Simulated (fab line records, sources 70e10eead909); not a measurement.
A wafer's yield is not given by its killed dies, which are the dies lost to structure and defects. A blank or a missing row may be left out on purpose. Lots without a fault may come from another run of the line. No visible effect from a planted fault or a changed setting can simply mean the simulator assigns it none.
Chamber matching :: flow nand harc :: ald hk-04 running NHARC_A_CHANNEL_FILL_D1_ALD_25: 4 sister chambers
The step deposits SiOx, target thk 60 nm, pulse time 10 s, ald cycles 600. 4 wafers are shown with their chamber, then 7 later ones without.

WAFERS, EACH WITH ITS CHAMBER
wafer: L089.2
chamber: 3
heater power outer w (W): 274

wafer: L089.3
chamber: 1
heater power outer w (W): 302

wafer: L090.1
chamber: 2
heater power outer w (W): 323

wafer: L090.2
chamber: 0
heater power outer w (W): 281

WAFERS WITH NO CHAMBER GIVEN
wafer: L090.6
heater power outer w (W): 280

wafer: L091.2
heater power outer w (W): 293

wafer: L091.3
heater power outer w (W): 300

wafer: L091.5
heater power outer w (W): 281

wafer: L093.4
heater power outer w (W): 281

wafer: L093.5
heater power outer w (W): 315

wafer: L093.6
heater power outer w (W): 282

EACH ONE'S CHAMBER
wafer: L090.6
from the rows above: can't be placed: 0 or 3
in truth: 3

wafer: L091.2
from the rows above: can't be placed: 1 or 0
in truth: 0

wafer: L091.3
from the rows above: 1
in truth: 1

wafer: L091.5
from the rows above: can't be placed: 0 or 3
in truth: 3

wafer: L093.4
from the rows above: can't be placed: 0 or 3
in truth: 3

wafer: L093.5
from the rows above: can't be placed: 2 or 1
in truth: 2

wafer: L093.6
from the rows above: can't be placed: 0 or 3
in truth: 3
Placed correctly: 1 of 7. From these rows, 6 cannot be placed; in 6 the true chamber is one of the candidates. Wrongly placed: 0.
How it was worked out, from the rows above alone: a wafer's distance from a chamber is the root of the sum, over the readings, of the square of ((its reading less the chamber's mean) divided by the reading's scatter). The wafer belongs to the nearest chamber; if the next one is less than 2 further off, it can't be placed. A chamber's mean is the mean of its shown wafers. The scatter (one wafer shown for each chamber): square how far every hidden wafer sits from the nearest shown wafer, average those squares and take the square root.
